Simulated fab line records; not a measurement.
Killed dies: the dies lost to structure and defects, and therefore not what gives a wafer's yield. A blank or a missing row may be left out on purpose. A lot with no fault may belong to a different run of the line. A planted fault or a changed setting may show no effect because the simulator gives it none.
One fault through the eyes of 2 desks / flow nand harc / every desk sees just its own numbers, and what lay behind them comes last

METROLOGY DESK
Lot by lot, what the gauges showed, no matter which tool ran the lot: averages of those sampled wafers that carry a number. Marked OUT: a lot whose mean sits more than 4 standard deviations from the usual mean, which makes it out of limits; the brackets give that distance.
Columns: A = cd nm at NHARC_THIN_TSV_CD_MEAS_37, usual 4999.9 nm
lot=L557; first seen here=day 23 17:17; A=4998.9
lot=L560; first seen here=day 24 19:11; A=5000.0
lot=L558; first seen here=day 24 20:22; A=4999.6
lot=L559; first seen here=day 25 02:43; A=5001.3
lot=L561; first seen here=day 25 16:00; A=5003.2
lot=L562; first seen here=day 26 10:23; A=4998.9
lot=L564; first seen here=day 26 17:21; A=4998.4
lot=L563; first seen here=day 26 21:43; A=4997.1
lot=L566; first seen here=day 27 06:38; A=4999.7
lot=L565; first seen here=day 27 07:39; A=4999.4
lot=L569; first seen here=day 29 06:49; A=4999.3
lot=L578; first seen here=day 33 00:11; A=4998.1
lot=L580; first seen here=day 34 00:23; A=5002.1
Finding of this desk: none of the 13 lots has anything out of limits.

DESK OF THE TOOL OWNER: acl dep-02
The tool's own readings at NHARC_A_CONTACT_DEP_84 (deposits aC, target thk 2800 nm): means of the sampled wafers that have a number, for each lot that ran on this tool. Marked OUT: a lot whose mean sits more than 4 standard deviations from the usual mean, which makes it out of limits; the brackets give that distance.
Columns: A = throttle valve pct at NHARC_A_CONTACT_DEP_84, usual 35.000 %
lot=L558; first seen here=day 22 23:01; A=34.998
lot=L564; first seen here=day 24 20:12; A=35.001
lot=L565; first seen here=day 25 12:38; A=35.006
lot=L569; first seen here=day 27 10:48; A=34.992
lot=L572; first seen here=day 28 11:06; A=34.999
lot=L578; first seen here=day 31 03:53; A=34.996
Finding of this desk: none of the 6 lots has anything out of limits.

BROUGHT TOGETHER
The metrology desk saw nothing out of limits.
The desk of the tool owner found nothing out of limits.

WHAT WAS PUT IN BY THE SIMULATOR
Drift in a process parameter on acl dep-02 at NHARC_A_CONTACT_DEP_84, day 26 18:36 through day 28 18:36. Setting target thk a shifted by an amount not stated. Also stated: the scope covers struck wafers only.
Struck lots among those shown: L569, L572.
